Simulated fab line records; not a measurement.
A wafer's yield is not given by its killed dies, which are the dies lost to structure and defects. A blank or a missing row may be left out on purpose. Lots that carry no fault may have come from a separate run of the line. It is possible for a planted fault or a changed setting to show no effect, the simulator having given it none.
A struck lot beside a sound one || flow n5Finfet || 19 steps out of a route of 1938
Sound: these wafers, L865.2, L865.5, L865.6. Struck: wafers L868.2, L868.3, L868.4. The cause is named last.
Each step with rows lists, per side, the tool, then ch with its chambers, then its first start. Under that, the readings that differ: sound wafers || struck wafers || difference of the means || sigmas: that difference in standard deviations of wafers without a fault.
alike: readings with means less than 2 such deviations apart, plus words and numbers identical on both sides. not compared: withheld readings, readings lacking a value on some wafer, bounds such as >300 that could conceal the same value, and numbers that have no deviation in the record and whose values overlap.
Wherever a step has rows on one side only, a row that says differs or no value, or a row with sigmas, the two part there. Numbers that have no deviation but don't overlap get no sigmas and don't part them. Lack of a reading on every wafer of one side parts them only where that side has two or more wafers.

first, 9 steps without rows for these wafers: N5_SD_EPI_N_COAT_33 (time 60 s, resist thk 35 nm); N5_SD_EPI_N_COAT_03 (resist thk 150 nm); N5_SD_EPI_N_EBR_05; N5_SD_EPI_N_SOFTBAKE_04 (time 60 s); N5_SD_EPI_N_EXPOSE_06 (exposes mask SD N BLK, target cd 120 nm); N5_SD_EPI_N_PEB_07 (peb time 60 s); N5_SD_EPI_N_DEVELOP_08 (develop time 30 s); N5_SD_EPI_N_DESCUM_14 (chemistry O2, time 7.9 s); N5_SD_EPI_N_ETCH_34 (etches SiARC in CF4, target depth 45.5 nm, time 75.8 s).
N5_SD_EPI_N_ETCH_35: etches SOC in N2/H2, overetch 108 nm, time 486 s.
  sound on rieDiel-01 ch 1,2,3, day 4 18:59; struck on rieDiel-01 ch 0,1,3, day 5 12:18
{"reading": "model.SD_EPI_N.cdNm (nm)", "sound": "119.6 118.8 120.8", "struck": "118.2 117.2 115.8", "difference": -2.7, "sigmas": ""}
{"reading": "model.SiARC_of_SD_EPI_N_COAT_33.thkNm (nm)", "sound": "19.2 19.8 19.6", "struck": "22.8 22.6 23.2", "difference": "+3.3", "sigmas": ""}
  alike: drypumpMotorCurrentA, oesProductAu, rfVppV, showerheadPlenumPTorr, throttleValvePct
  not compared: rfHoursCounterH
then, 1 step without rows for these wafers: N5_SD_EPI_N_STRIP_36 (strips in N2/H2).
N5_SD_EPI_N_ETCHBACK_44: etches SiNx in CH3F/O2, stops on SiO2, target depth 14.5 nm.
  sound on rieDiel-01 ch 1,2,3, day 4 19:18; struck on rieDiel-01 ch 0,1,3, day 5 12:37
{"reading": "oesProductAu (a.u.)", "sound": "0.75 0.69 0.63", "struck": "0.38 0.62 0.35", "difference": -0.24, "sigmas": -5}
  alike: drypumpMotorCurrentA, mfcArSccm, oes_f_703_au, rfVppV, showerheadPlenumPTorr, throttleValvePct
  not compared: rfHoursCounterH
then, 1 step without rows for these wafers: N5_SD_EPI_N_ETCH_45 (etches SiOCN in CH3F/O2, target depth 6 nm).
N5_SD_EPI_N_ETCH_16: etches SiO2 in CHF3/O2, target depth 5 nm.
  sound on rieDiel-01 ch 1,2,3, day 4 19:30; struck on rieDiel-01 ch 0,1,3, day 5 12:49
{"reading": "model.SiARC_of_SD_EPI_N_COAT_33.thkNm (nm)", "sound": "11.6 12.8 12.4", "struck": "15.6 15 16", "difference": "+3.3", "sigmas": ""}
  alike: drypumpMotorCurrentA, mfcArSccm, oes_f_703_au, oesProductAu, rfVppV, showerheadPlenumPTorr, throttleValvePct
  not compared: rfHoursCounterH
then, 1 step without rows for these wafers: N5_SD_EPI_N_STRIP_47 (strips in CHF3/O2).
N5_SD_EPI_N_SD_RECESS_17: chemistry HBr/Cl2/O2, target depth 41 nm, time 23.7 s, bt time 3 s.
  sound on rieSi-01 ch 0,1,2, day 4 19:34; struck on rieSi-04 ch 0,1,3, day 5 12:53
{"reading": "model.SD_EPI_N.cdNm (nm)", "sound": "119.4 118.4 120.6", "struck": "118 117 115.6", "difference": -3, "sigmas": ""}
  alike: drypumpMotorCurrentA, mfcCl2Sccm, oesProductAu, throttleValvePct
  not compared: rfHoursCounterH
then, 1 step without rows for these wafers: N5_SD_EPI_N_STRIP_38 (strips in N2/H2).
N5_BEOL_M4_RC_MEAS_101:
  the record has rows for the sound wafers here (prober-01 ch 0, day 9 23:15) and none for the struck ones
-- the record jumps here: 10 days lie between the struck wafers' starts before and after (it left off in module BEOL_M4 and takes up again in module PASSIVATION, whose first step shown is number 1936 of the route) --
N5_PASSIVATION_PROBE_49:
  rows exist in the record for the struck wafers here (prober-02, day 15 01:47), but not for the sound ones

WHERE THEY PART
Last at N5_PASSIVATION_PROBE_49 as far as this record goes, first at N5_SD_EPI_N_ETCHBACK_44.

WHY: what had been put in by the simulator
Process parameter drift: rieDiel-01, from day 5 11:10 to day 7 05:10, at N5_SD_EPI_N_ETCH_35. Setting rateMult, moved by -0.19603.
